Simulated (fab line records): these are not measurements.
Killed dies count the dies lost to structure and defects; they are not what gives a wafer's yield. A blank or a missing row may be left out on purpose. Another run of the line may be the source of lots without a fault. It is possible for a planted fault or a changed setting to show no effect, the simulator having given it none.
Split-lot study || flow n5-finfet || 21 wafers read across 7 lots, on a route 1938 steps long

== SPLIT DETAILS ==
At N5_BEOL_M4_EXPOSE_08 (exposes mask M4), the setting dose-mj was moved away from the recipe's 41.25 on 9 of the 21 wafers read, by -7.3% to +5.5%. For the rest of the wafers, this setting stayed at what the recipe calls for.

== FROM THE SPLIT TO THE READING: what the file shows between them, 23 steps ==
- N5_BEOL_M4_PEB_09: peb time 60 s
- N5_BEOL_M4_DEVELOP_10: develop time 30 s
- N5_BEOL_M4_CD_MEAS_11: target cd 16.79 nm
- N5_BEOL_M4_DESCUM_16: chemistry O2, time 7 s
- N5_BEOL_M4_ETCH_74: etches underlayer in N2/H2, target depth 6.5 nm, time 5.2 s
- N5_BEOL_M4_ETCH_63: etches SiARC in CF4, target depth 15.6 nm, time 26 s
- N5_BEOL_M4_ETCH_64: etches SOC in N2/H2, target depth 75 nm, overetch 22.5 nm, time 121.9 s
- N5_BEOL_M4_STRIP_65: strips in N2/H2
- N5_BEOL_M4_STRIP_75: strips in N2/H2
- N5_BEOL_M4_STRIP_66: strips in CF4
- N5_BEOL_M4_HM_OPEN_17: chemistry Cl2/BCl3, target TiN, target depth 20 nm, overetch 6 nm
- N5_BEOL_M4_STRIP_19: strips in O2
- N5_BEOL_M4_CD_MEAS_18: pitch 36 nm, target cd 18 nm
- N5_BEOL_M4_DESCUM_33: chemistry O2, time 7 s (also split here: time-s)
- N5_BEOL_M4_ETCH_77: etches underlayer in N2/H2, target depth 6.5 nm, time 5.2 s
- N5_BEOL_M4_ETCH_69: etches SiARC in CF4, target depth 15.6 nm, time 26 s
- N5_BEOL_M4_ALD_98: deposits SiO2, target thk 2.5 nm, pulse time 1 s, co reactant pulse time 1 s
- N5_BEOL_M4_ETCHBACK_99: etches SiO2 in CHF3, target depth 5 nm, time 10.4 s
- N5_BEOL_M4_TRENCH_ETCH_37: etches SiOC in C4F6/O2, target depth 55.555 nm, time 29.2 s (also split here: time-s)
- N5_BEOL_M4_ETCH_41: etches SiCN in CH3F/O2, target depth 29.9 nm, time 52.5 s
- N5_BEOL_M4_STRIP_97: strips in N2/H2, time 10 s
- N5_BEOL_M4_PRECLEAN_42: cleans in residue remover, time 60 s
- N5_BEOL_M4_SRD_43: time 30 s

== THE READING ==
cd-nm, in nm, at N5_BEOL_M4_CD_MEAS_35 (target cd 18 nm, target cd y 22.4 nm). On this fab line, fault-free wafers typically give 18.0 nm with a standard deviation of 0.33 nm.

{"wafer": "L076.3", "tool, chamber at the split": "euv-scanner-02, 0", "dose-mj as run": 41.25, "against the recipe": "recipe", "cd-nm, nm": 18.6, "against lot-mates on the recipe": "-"}
{"wafer": "L076.5", "tool, chamber at the split": "euv-scanner-02, 0", "dose-mj as run": 43.51, "against the recipe": "+5.5%", "cd-nm, nm": 19.1, "against lot-mates on the recipe": "+0.5"}
{"wafer": "L076.6", "tool, chamber at the split": "euv-scanner-02, 0", "dose-mj as run": 43.51, "against the recipe": "+5.5%", "cd-nm, nm": 19.3, "against lot-mates on the recipe": "+0.7"}
{"wafer": "L077.1", "tool, chamber at the split": "euv-scanner-01, 0", "dose-mj as run": 41.25, "against the recipe": "recipe", "cd-nm, nm": 18.4, "against lot-mates on the recipe": "-"}
{"wafer": "L077.3", "tool, chamber at the split": "euv-scanner-01, 0", "dose-mj as run": 41.25, "against the recipe": "recipe", "cd-nm, nm": 18.0, "against lot-mates on the recipe": "-"}
{"wafer": "L077.4", "tool, chamber at the split": "euv-scanner-01, 0", "dose-mj as run": 41.25, "against the recipe": "recipe", "cd-nm, nm": 18.2, "against lot-mates on the recipe": "-"}
{"wafer": "L080.3", "tool, chamber at the split": "euv-scanner-01, 0", "dose-mj as run": 43.51, "against the recipe": "+5.5%", "cd-nm, nm": 19.1, "against lot-mates on the recipe": "+1.0"}
{"wafer": "L080.4", "tool, chamber at the split": "euv-scanner-01, 0", "dose-mj as run": 41.25, "against the recipe": "recipe", "cd-nm, nm": 18.1, "against lot-mates on the recipe": "-"}
{"wafer": "L080.6", "tool, chamber at the split": "euv-scanner-01, 0", "dose-mj as run": 41.25, "against the recipe": "recipe", "cd-nm, nm": 18.1, "against lot-mates on the recipe": "-"}
{"wafer": "L079.2", "tool, chamber at the split": "euv-scanner-01, 0", "dose-mj as run": 38.22, "against the recipe": "-7.3%", "cd-nm, nm": 16.3, "against lot-mates on the recipe": -1.6}
{"wafer": "L079.4", "tool, chamber at the split": "euv-scanner-01, 0", "dose-mj as run": 41.25, "against the recipe": "recipe", "cd-nm, nm": 17.9, "against lot-mates on the recipe": "-"}
{"wafer": "L079.6", "tool, chamber at the split": "euv-scanner-01, 0", "dose-mj as run": 38.22, "against the recipe": "-7.3%", "cd-nm, nm": 16.3, "against lot-mates on the recipe": -1.6}
{"wafer": "L083.3", "tool, chamber at the split": "euv-scanner-01, 0", "dose-mj as run": 41.25, "against the recipe": "recipe", "cd-nm, nm": 17.6, "against lot-mates on the recipe": "-"}
{"wafer": "L083.4", "tool, chamber at the split": "euv-scanner-01, 0", "dose-mj as run": 41.25, "against the recipe": "recipe", "cd-nm, nm": 17.6, "against lot-mates on the recipe": "-"}
{"wafer": "L083.5", "tool, chamber at the split": "euv-scanner-01, 0", "dose-mj as run": 41.25, "against the recipe": "recipe", "cd-nm, nm": 17.6, "against lot-mates on the recipe": "-"}
{"wafer": "L092.1", "tool, chamber at the split": "euv-scanner-02, 0", "dose-mj as run": 41.25, "against the recipe": "recipe", "cd-nm, nm": 17.5, "against lot-mates on the recipe": "-"}
{"wafer": "L092.4", "tool, chamber at the split": "euv-scanner-02, 0", "dose-mj as run": 39.64, "against the recipe": "-3.9%", "cd-nm, nm": 16.9, "against lot-mates on the recipe": -0.6}
{"wafer": "L092.5", "tool, chamber at the split": "euv-scanner-02, 0", "dose-mj as run": 39.64, "against the recipe": "-3.9%", "cd-nm, nm": 17.1, "against lot-mates on the recipe": -0.4}
{"wafer": "L097.4", "tool, chamber at the split": "euv-scanner-02, 0", "dose-mj as run": 43.53, "against the recipe": "+5.5%", "cd-nm, nm": 18.8, "against lot-mates on the recipe": "+0.9"}
{"wafer": "L097.5", "tool, chamber at the split": "euv-scanner-02, 0", "dose-mj as run": 41.25, "against the recipe": "recipe", "cd-nm, nm": 17.9, "against lot-mates on the recipe": "-"}
{"wafer": "L097.6", "tool, chamber at the split": "euv-scanner-02, 0", "dose-mj as run": 43.53, "against the recipe": "+5.5%", "cd-nm, nm": 19.3, "against lot-mates on the recipe": "+1.4"}

FIT RESULTS
A straight line over all 21 wafers: cd-nm changes by +0.221 nm for each +1% of dose-mj; r = +0.95; the points scatter about the line by 0.28 nm.
The same after taking each lot's own level away (the mean of its wafers on the recipe; 21 wafers): +0.181 nm for each +1%; r = +0.96; scatter 0.21 nm.
According to that fit, moving dose-mj by its largest amount changes the reading by 1.3 nm.
Measured against the standard deviation above, the lots' own levels, which go from 17.50 to 18.60 nm, span 3.3 times it.
Thus the slope moves with the lot-to-lot level: the two fits are different.
Check: with one of the wafers moved furthest among these (-7.3%) left out of the fit, the line predicts -1.28 nm for it against its lot-mates. Against them it came out at -1.6 nm.

== ADDITIONAL SPLITS CARRIED BY THESE WAFERS ==
Note: prior to the reading, these wafers also went through further splits. Each is held against what the fit with the lots' levels taken away leaves over:
{"other split on the same wafers": "N5_BEOL_M4_DESCUM_33 time-s", "wafers away from the commonest value": 5, "r with cd-nm (lot level and that fit taken away)": -0.23}
{"other split on the same wafers": "N5_BEOL_M4_TRENCH_ETCH_37 time-s", "wafers away from the commonest value": 6, "r with cd-nm (lot level and that fit taken away)": "+0.41"}

== THE WHOLE CHAIN: every reading that the file lists as answering this split, in the file's order ==
{"step": "N5_BEOL_M4_CD_MEAS_11", "what it does": "target cd 16.79 nm", "reading": "cd-nm", "change (the file's fit)": "+0.237 nm for each +1% of the setting", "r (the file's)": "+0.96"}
{"step": "N5_BEOL_M4_ETCH_74", "what it does": "etches underlayer in N2/H2, target depth 6.5 nm, time 5.2 s", "reading": "BEOL_M4.cd-offset-nm (the simulator's own value, which no gauge read)", "change (the file's fit)": "+0.212 nm for each +1% of the setting", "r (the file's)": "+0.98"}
{"step": "N5_BEOL_M4_ETCH_63", "what it does": "etches SiARC in CF4, target depth 15.6 nm, time 26 s", "reading": "BEOL_M4.cd-offset-nm (the simulator's own value, which no gauge read)", "change (the file's fit)": "+0.216 nm for each +1% of the setting", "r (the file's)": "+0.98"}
{"step": "N5_BEOL_M4_HM_OPEN_17", "what it does": "chemistry Cl2/BCl3, target TiN, target depth 20 nm, overetch 6 nm", "reading": "BEOL_M4.cd-offset-nm (the simulator's own value, which no gauge read)", "change (the file's fit)": "+0.205 nm for each +1% of the setting", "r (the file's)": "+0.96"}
{"step": "N5_BEOL_M4_CD_MEAS_18", "what it does": "pitch 36 nm, target cd 18 nm", "reading": "cd-nm", "change (the file's fit)": "+0.217 nm for each +1% of the setting", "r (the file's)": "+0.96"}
{"step": "N5_BEOL_M4_CD_MEAS_35", "what it does": "target cd 18 nm, target cd y 22.4 nm", "reading": "cd-nm", "change (the file's fit)": "+0.182 nm for each +1% of the setting", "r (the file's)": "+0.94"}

== FILE'S OWN FIT ==
cd-nm changes by +0.182 nm for each +1% of dose-mj, r = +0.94.
